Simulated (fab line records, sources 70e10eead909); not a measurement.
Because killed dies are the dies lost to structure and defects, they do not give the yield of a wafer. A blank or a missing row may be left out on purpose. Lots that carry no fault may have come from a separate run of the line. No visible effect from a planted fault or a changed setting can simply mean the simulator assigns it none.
fab line records	flow nand_harc
record: lots: 12	wafers: 36	last_day: 25
route steps=1159 shown A_BLC@975 END@1159
lots that met no fault: from a run of the same line without faults
start_h: the number of hours between the record's first day and the start of the first shown wafer of the lot	wait_h: how many hours have passed since the lot's step before this one	" same as the row above	L1.1+2: several wafers, shown together as one row	- no value present, or no start provided	* or withheld: withheld	< > ~ a bound
route shown NAME@n: a module of which the file shows steps, and the number in the route of the first	usual: mean/standard deviation of fault-free wafers	same: alike in all rows	chamber/n: place in a boat	sites: each site's reading	_std_site: standard deviation across them	_edge_site: inner sites' mean taken away from outer sites' mean	radius_mm: for every site, how far away it sits from the centre of the wafer	mask NAME#n: copy n	behind: the last tool/chamber to shape the wafer	hold: why the lot was held/for how many hours/how that ended	device: the n, p or np transistor that did not switch	end of line: tests run on the same wafers once the route is complete	a step given without rows: its recipe and nothing more	killed: dies lost to structure and defects at the first sort, not the wafer's yield	map: the dies of a wafer, with x for killed, . for not killed, _ for no die there
set.NAME: setting as actually run; set.NAME@STEP: the setting as run at that earlier step	model.NAME: the simulator's own value behind a step, which no gauge read
route steps across a sampled set of lots; one table per step, one row per wafer
services: the hour from which a tool's chamber was out of use, counted from the record's first day as start_h (under 0 if before that day), plus the number of hours and why
== steps ==
step: NHARC_A_BLC_OVL_MEAS_11
usual: overlay_x_nm: 0.1/0.94	overlay_y_nm: 0.1/1
lot.wafer	tool	chamber	start_h	wait_h	overlay_x_nm	overlay_y_nm
L448.3	overlay-02	-	404.70	-	0.8	-2.1
L448.4	"	-	"	"	1.5	-1.8
L448.5	"	-	"	"	0.5	-1.8
L449.4	overlay-02	-	406.00	-	-0.2	1.1
L449.5	"	-	"	"	0.2	0.9
L449.6	"	-	"	"	-0.3	0.8
L450.1	overlay-01	-	413.32	-	-0.2	0.9
L450.3	"	-	"	"	0.3	0.4
L450.4	"	-	"	"	-0.1	0.4
L453.1	overlay-01	-	437.03	-	0.1	-0.1
L453.3	"	-	"	"	-0.2	0.0
L453.6	"	-	"	"	-0.1	0.0
L454.1	overlay-01	-	445.55	-	0.8	0.8
L454.2	"	-	"	"	1.1	0.3
L454.4	"	-	"	"	1.0	0.2
L455.1	overlay-02	-	446.68	-	-0.5	-1.9
L455.2	"	-	"	"	-0.1	-1.5
L455.4	"	-	"	"	-0.3	-1.4
L461.1	overlay-02	-	504.92	-	0.2	-1.0
L461.2	"	-	"	"	0.4	-1.2
L461.6	"	-	"	"	-0.1	-1.2
L462.1	overlay-01	-	506.43	-	-0.4	1.1
L462.3	"	-	"	"	0.1	0.9
L462.6	"	-	"	"	-0.1	0.2
L466.2	overlay-01	-	517.06	-	-0.8	0.5
L466.4	"	-	"	"	-1.1	0.4
L466.5	"	-	"	"	-0.9	0.0
L468.1	overlay-02	-	518.64	-	1.1	0.5
L468.2	"	-	"	"	1.6	0.2
L468.3	"	-	"	"	1.9	0.5
L467.3	overlay-01	-	524.91	-	-0.7	0.4
L467.5	"	-	"	"	-0.9	0.6
L467.6	"	-	"	"	-0.7	0.2
L469.3	overlay-01	-	535.28	-	-1.0	-0.3
L469.4	"	-	"	"	-1.1	-0.6
L469.6	"	-	"	"	-1.1	-1.0
step: NHARC_A_BLC_DESCUM_15
recipe: time_s: 3	o2_flow_sccm: 200	ar_flow_sccm: 0	bias_power_w: 0	chemistry: O2
usual: drypump_motor_current_A: 5.6/0.35	mfc_ar_sccm: 0.011/0.01	oes_product_au: 1.006/0.014	rf_vpp_V: 57.6/0.88	showerhead_plenum_p_Torr: 1.90/0.079	throttle_valve_pct: 11.311/0.0097
lot.wafer	tool	chamber	start_h	wait_h	drypump_motor_current_A	mfc_ar_sccm	oes_product_au	rf_hours_counter_h	rf_vpp_V	showerhead_plenum_p_Torr	throttle_valve_pct
L448.4	rie_diel-09	0	404.79	0.1	5.4	0.006	1.026	17	58.5	1.99	11.329
L448.3	"	1	"	"	5.9	0.017	0.986	18	57.6	1.93	11.316
L448.5	"	0	"	"	5.4	0.006	1.027	-	58.2	1.99	11.311
L449.4	rie_diel-09	0	406.10	0.1	5.4	0.006	1.021	17	57.3	1.99	11.323
L449.6	"	0	"	"	5.4	0.006	1.006	-	58.8	1.99	11.311
L449.5	"	1	"	"	5.9	0.017	0.989	-	59.1	1.93	11.295
L450.4	rie_diel-13	2	413.41	0.1	5.8	0.018	0.991	12	56.2	1.78	11.315
L450.3	"	3	"	"	5.3	0.017	0.995	11	57.7	1.92	11.311
L450.1	"	1	"	"	5.6	0.033	0.997	11	58.0	1.89	11.316
L453.1	rie_diel-13	3	437.14	0.1	5.3	0.017	0.992	14	57.5	1.92	11.317
L453.3	"	0	"	"	5.5	0.012	0.981	14	57.9	1.97	11.311
L453.6	"	0	"	"	5.6	0.012	0.995	-	57.5	1.97	11.324
L454.4	rie_diel-09	3	445.65	0.1	4.9	0	1.008	1	58.5	1.92	11.321
L454.2	"	0	"	"	5.4	0.006	1.028	1	58.8	1.99	11.310
L454.1	"	1	"	"	5.9	0.017	1.008	0	58.8	1.93	11.304
L455.2	rie_diel-09	3	446.78	0.1	4.9	0	1.016	1	56.0	1.92	11.315
L455.1	"	1	"	"	5.9	0.017	1.004	0	56.5	1.93	11.304
L455.4	"	2	"	"	5.9	0	1.007	1	57.4	1.78	11.318
L461.2	rie_diel-09	2	505.03	0.1	5.9	0	1.011	9	56.9	1.78	11.314
L461.1	"	3	"	"	4.8	0	1.017	8	57.2	1.91	11.325
L461.6	"	3	"	"	4.9	0	1.024	-	58.7	1.91	11.313
L462.1	rie_diel-09	1	506.53	0.1	5.9	0.017	1.001	9	56.6	1.93	11.322
L462.3	"	3	"	"	4.9	0	1.012	8	57.8	1.91	11.303
L462.6	"	1	"	"	5.9	0.017	1.014	-	59.1	1.93	11.321
L466.2	rie_diel-09	2	517.16	0.1	5.9	0	0.999	11	57.5	1.78	11.321
L466.4	"	1	"	"	5.9	0.017	0.999	10	58.7	1.93	11.303
L466.5	"	3	"	"	4.9	0	1.014	-	56.6	1.91	11.314
L468.3	rie_diel-09	2	518.74	0.1	5.9	0	1.015	11	57.1	1.78	11.302
L468.1	"	3	"	"	4.9	0	1.020	10	57.6	1.91	11.304
L468.2	"	0	"	"	5.4	0.006	1.031	7	58.6	1.99	11.299
L467.3	rie_diel-13	2	525.03	0.1	5.8	0.018	1.013	6	57.4	1.78	11.288
L467.5	"	3	"	"	5.3	0.017	1.019	-	57.5	1.91	11.325
L467.6	"	0	"	"	5.6	0.012	0.970	-	58.1	1.97	11.305
L469.3	rie_diel-01	2	535.38	0.1	5.7	0.031	1.030	15	57.5	2.05	11.309
L469.4	"	3	"	"	5.9	0	1.018	16	56.1	1.78	11.307
L469.6	"	2	"	"	5.7	0.031	1.023	-	58.9	2.05	11.318
step: NHARC_A_BLC_ETCH_16
recipe: target_depth_a: 390	over_etch_frac: 0.3	time_s: 65	ion_energy_ev: 80	cf4_flow_sccm: 150	ar_flow_sccm: 0	rf_w: 300	bias_w: 100	chemistry: CF4
usual: bias_w: 100.00/0.3	cf4_flow_sccm: 150.0/0.45	drypump_motor_current_A: 5.5/0.35	mfc_ar_sccm: 0.011/0.0098	oes_product_au: 1.004/0.013	rf_vpp_V: 151.1/1.2	showerhead_plenum_p_Torr: 1.75/0.067	throttle_valve_pct: 13.284/0.0085
lot.wafer	tool	chamber	start_h	wait_h	bias_w	cf4_flow_sccm	drypump_motor_current_A	mfc_ar_sccm	oes_product_au	rf_hours_counter_h	rf_vpp_V	showerhead_plenum_p_Torr	throttle_valve_pct
L448.3	rie_diel-09	1	404.88	0.1	100.35	150.1	5.9	0.017	0.991	18	152.5	1.78	13.285
L448.4	"	0	"	"	99.47	150.7	5.4	0.006	1.009	17	152.5	1.84	13.281
L448.5	"	1	"	"	100.04	150.0	5.9	0.017	0.986	-	151.7	1.79	13.284
L449.4	rie_diel-09	3	406.19	0.1	99.49	149.8	4.9	0	0.990	16	151.2	1.77	13.267
L449.5	"	2	"	"	100.22	149.3	5.9	0	1.019	-	150.7	1.66	13.282
L449.6	"	3	"	"	100.22	150.1	4.9	0	1.011	-	152.2	1.77	13.274
L450.1	rie_diel-13	0	413.57	0.1	99.71	150.0	5.6	0.012	0.993	11	151.6	1.82	13.287
L450.4	"	1	"	"	99.81	150.0	5.6	0.033	1.009	11	150.6	1.75	13.294
L450.3	"	2	"	"	99.78	149.4	5.8	0.018	0.997	12	149.6	1.66	13.281
L453.1	rie_diel-13	3	437.24	0.1	99.80	150.0	5.3	0.017	0.994	14	150.9	1.77	13.272
L453.3	"	0	"	"	100.08	150.5	5.5	0.012	1.001	14	152.5	1.82	13.289
L453.6	"	0	"	"	100.05	150.6	5.5	0.012	1.001	-	150.8	1.82	13.284
L454.1	rie_diel-09	0	445.74	0.1	-	-	-	-	-	-	-	-	-
L454.2	"	2	"	"	-	-	-	-	-	-	-	-	-
L454.4	"	3	"	"	-	-	-	-	-	-	-	-	-
L455.1	rie_diel-09	0	446.86	0.1	-	-	-	-	-	-	-	-	-
L455.4	"	1	"	"	-	-	-	-	-	-	-	-	-
L455.2	"	2	"	"	-	-	-	-	-	-	-	-	-
L461.2	rie_diel-09	2	505.11	0.1	100.21	149.2	5.9	0	1.003	9	150.1	1.66	13.290
L461.1	"	3	"	"	100.05	149.9	4.9	0	1.019	8	151.7	1.77	13.264
L461.6	"	2	"	"	100.06	148.9	5.9	0	1.008	-	150.1	1.66	13.293
L462.3	rie_diel-09	0	506.63	0.1	100.05	150.5	5.5	0.006	1.036	5	150.9	1.84	13.285
L462.1	"	1	"	"	99.53	149.8	5.9	0.017	1.002	9	152.1	1.78	13.285
L462.6	"	0	"	"	99.80	150.0	5.4	0.006	1.034	-	150.9	1.84	13.285
L466.2	rie_diel-09	3	517.25	0.1	99.66	149.6	4.9	0	1.006	10	153.0	1.77	13.284
L466.4	"	0	"	"	99.95	150.7	5.4	0.006	1.022	7	152.1	1.83	13.272
L466.5	"	3	"	"	99.67	150.4	4.8	0	1.010	-	151.8	1.77	13.286
L468.3	rie_diel-09	2	518.83	0.1	100.02	150.1	5.9	0	1.008	11	149.9	1.66	13.287
L468.2	"	0	"	"	99.70	149.9	5.4	0.006	1.023	7	151.3	1.83	13.273
L468.1	"	1	"	"	99.72	149.6	5.9	0.017	0.992	11	151.7	1.78	13.281
L467.3	rie_diel-13	3	525.09	0.1	100.21	150.5	5.3	0.017	0.995	5	151.1	1.77	13.273
L467.5	"	3	"	"	100.38	150.2	5.3	0.017	1.005	-	151.5	1.77	13.269
L467.6	"	0	"	"	100.13	149.5	5.6	0.012	0.976	-	151.4	1.81	13.294
L469.3	rie_diel-01	2	535.47	0.1	100.48	150.1	5.7	0.031	1.018	15	152.0	1.89	13.288
L469.4	"	3	"	"	100.18	149.2	5.9	0	1.000	16	150.6	1.65	13.281
L469.6	"	1	"	"	99.93	150.1	5.4	0	1.002	-	150.7	1.65	13.296
step: NHARC_A_BLC_ALD_23
recipe: target_thk_a: 30	pulse_time_s: 1	ald_cycles: 150	temp_c: 450	material: TiN
usual: heater_power_w: 1107/110	precursor_pulse_height_rel: 1.003/0.021
lot.wafer	tool	chamber	start_h	wait_h	heater_power_w	precursor_pulse_height_rel
L448.4	ald_metal-02	1	406.61	-	1214	0.984
L448.3	"	0	"	"	1096	1.005
L448.5	"	2	"	"	1230	1.033
L449.4	ald_metal-01	3	407.95	-	889	1.010
L449.5	"	1	"	"	1008	1.013
L449.6	"	2	"	"	1169	1.027
L450.3	ald_metal-01	3	415.29	-	904	0.979
L450.1	"	0	"	"	922	0.970
L450.4	"	0	"	"	907	1.030
L453.1	ald_metal-01	1	439.03	-	1048	1.019
L453.3	"	3	"	"	937	0.993
L453.6	"	1	"	"	990	0.966
L454.1	ald_metal-02	2	447.46	-	1221	1.003
L454.2	"	3	"	"	1101	0.965
L454.4	"	0	"	"	1095	1.003
L455.4	ald_metal-04	3	448.59	-	1063	0.998
L455.2	"	0	"	"	1095	0.993
L455.1	"	2	"	"	961	0.999
L461.2	ald_metal-02	0	506.89	-	1115	1.012
L461.1	"	1	"	"	1259	1.043
L461.6	"	2	"	"	1231	0.998
L462.3	ald_metal-04	1	508.36	-	1154	1.002
L462.1	"	2	"	"	959	1.006
L462.6	"	0	"	"	1082	0.999
L466.4	ald_metal-02	1	519.01	-	1268	1.014
L466.2	"	2	"	"	1232	1.009
L466.5	"	0	"	"	1130	0.984
L468.3	ald_metal-02	1	520.58	-	1273	1.022
L468.1	"	2	"	"	1244	1.017
L468.2	"	3	"	"	1134	0.990
L467.3	ald_metal-02	3	526.94	-	1107	1.009
L467.5	"	0	"	"	1133	1.028
L467.6	"	1	"	"	1216	0.998
L469.3	ald_metal-02	0	537.20	-	1104	0.995
L469.4	"	1	"	"	1266	0.969
L469.6	"	3	"	"	1104	0.963
step: NHARC_END_SORT_01
recipe: temp_c: 25
usual: killed_at_array: 28/11	killed_at_other: 0.8/1.1	killed_at_periphery: 3.3/2.8	killed_dies: 32/11	killed_open: 3.3/1.9	killed_short: 1.9/1.4
same: gross_dies: 677
lot.wafer	tool	chamber	start_h	wait_h	killed_at_array	killed_at_other	killed_at_periphery	killed_dies	killed_open	killed_short
L454.1	prober-01	0	494.68	2.5	675	0	2	677	3	0
L454.2	prober-01	0	495.47	2.8	674	0	3	677	6	3
L454.4	prober-01	0	497.06	3.4	673	0	4	677	2	0
L455.1	prober-01	0	502.46	2.5	671	0	6	677	8	0
L455.2	prober-01	0	503.26	2.8	677	0	0	677	4	0
L455.4	prober-01	0	504.86	3.4	675	1	1	677	3	0
killed by level:class
L454.1 A_BLC:area_etch=664 A_CHANNEL_HOLE_D1:chamber_film_flake=3 A_STAIRCASE:chamber_film_flake=2 A_ONON_D1:geometric_particle:open=1 A_CONTACT:geometric_particle:open=1 A_BLC:geometric_particle:open=1 P_STI:chamber_film_flake=1 P_GATE:chamber_film_flake=1
L454.2 A_BLC:area_etch=653 A_SGD_CUT:chamber_film_flake=6 A_ZERO_WELL:chamber_film_flake=3 A_CHANNEL_HOLE_D1:chamber_film_flake=3 A_WL_FILL:geometric_particle:open=2 A_STAIRCASE:chamber_film_flake=2 P_GATE:geometric_particle:open=1 P_M0:geometric_particle:open=1
L454.4 A_BLC:area_etch=660 A_STAIRCASE:chamber_film_flake=5 A_CHANNEL_HOLE_D1:chamber_film_flake=3 A_BLC:chamber_film_flake=3 P_STI:chamber_film_flake=2 P_M1:chamber_film_flake=2 A_SGD_CUT:geometric_particle:open=1 A_CONTACT:geometric_particle:open=1
L455.1 A_BLC:area_etch=641 A_CHANNEL_HOLE_D1:chamber_film_flake=13 A_SLIT:chamber_film_flake=8 A_ZERO_WELL:chamber_film_flake=3 P_M0:geometric_particle:open=2 A_STAIRCASE:chamber_film_flake=2 P_GATE:geometric_particle:open=1 P_CONTACT:geometric_particle:open=1
L455.2 A_BLC:area_etch=636 A_CHANNEL_HOLE_D1:chamber_film_flake=16 A_SLIT:chamber_film_flake=9 A_STAIRCASE:chamber_film_flake=6 A_ZERO_WELL:chamber_film_flake=3 A_CONTACT:chamber_film_flake=3 A_SGD_CUT:geometric_particle:open=1 A_WL_FILL:geometric_particle:open=1
L455.4 A_BLC:area_etch=637 A_CHANNEL_HOLE_D1:chamber_film_flake=17 A_STAIRCASE:chamber_film_flake=8 A_SLIT:chamber_film_flake=7 A_CONTACT:chamber_film_flake=2 A_CONTACT:geometric_particle:open=1 A_BLC:geometric_particle:open=1 A_M1:geometric_particle:open=1
== services ==
tool	chamber	start_h	hours	kind
rie_diel-09	0	385.76	-	clean
rie_diel-09	1	385.76	-	clean
rie_diel-09	2	385.76	-	clean
rie_diel-09	3	385.76	-	clean
rie_diel-01	3	398.37	5.3	repair
ald_metal-04	-	406.00	10.0	pm
rie_diel-09	0	410.26	-	clean
rie_diel-09	1	410.26	-	clean
rie_diel-09	2	410.26	-	clean
rie_diel-09	3	410.26	-	clean
ald_metal-01	2	412.59	23.5	repair
rie_diel-13	1	422.44	14.9	repair
rie_diel-09	-	431.10	9.0	pm
rie_diel-09	0	431.10	9.0	vent_cycle
rie_diel-09	1	431.10	14.3	vent_cycle
rie_diel-09	2	431.10	9.0	vent_cycle
rie_diel-01	2	443.58	1.5	repair
rie_diel-09	0	448.41	9.2	repair
rie_diel-13	-	453.01	9.0	pm
ald_metal-01	-	458.00	10.0	pm
ald_metal-02	1	471.95	4.1	repair
rie_diel-09	0	476.79	9.7	repair
rie_diel-01	-	491.86	9.0	pm
ald_metal-01	-	496.69	0.7	repair
== key ==
first_sign: step: NHARC_A_BLC_ETCH_16	reading: tool_record	direction: missing
effect: step: NHARC_END_SORT_01	reading: killed_at_array	direction: up	sigmas: 59	usual: 28	struck: 674
more_kills_born_at: NHARC_A_BLC_ETCH_16@rie_diel-09: 3889
met_at NHARC_A_BLC_ETCH_16
struck_lots L454,L455
later_rows_left_out L454.1,L454.2,L454.4,L455.1,L455.2,L455.4
tester_left_out L454,L455
not_acting_at NHARC_A_BLC_OVL_MEAS_11,NHARC_A_BLC_DESCUM_15,NHARC_A_BLC_ALD_23
onset_between 406.19 445.74
fault: kind: skipped_step_whole	tool: rie_diel-09	chamber: -	onset_h: 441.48	steps: NHARC_A_BLC_ETCH_16	scope: struck_lots_only
tester_left_out: of these lots the tester's yield and bins aren't shown, on N5 and GAA mostly nor the transistor test; their killed dies are dies lost to structure and defects alone, not to doping, threshold or leakage, so they don't give the yield
later_rows_left_out: the simulator's readings of these wafers behind a module that went badly wrong aren't trusted and aren't shown, but for the sort
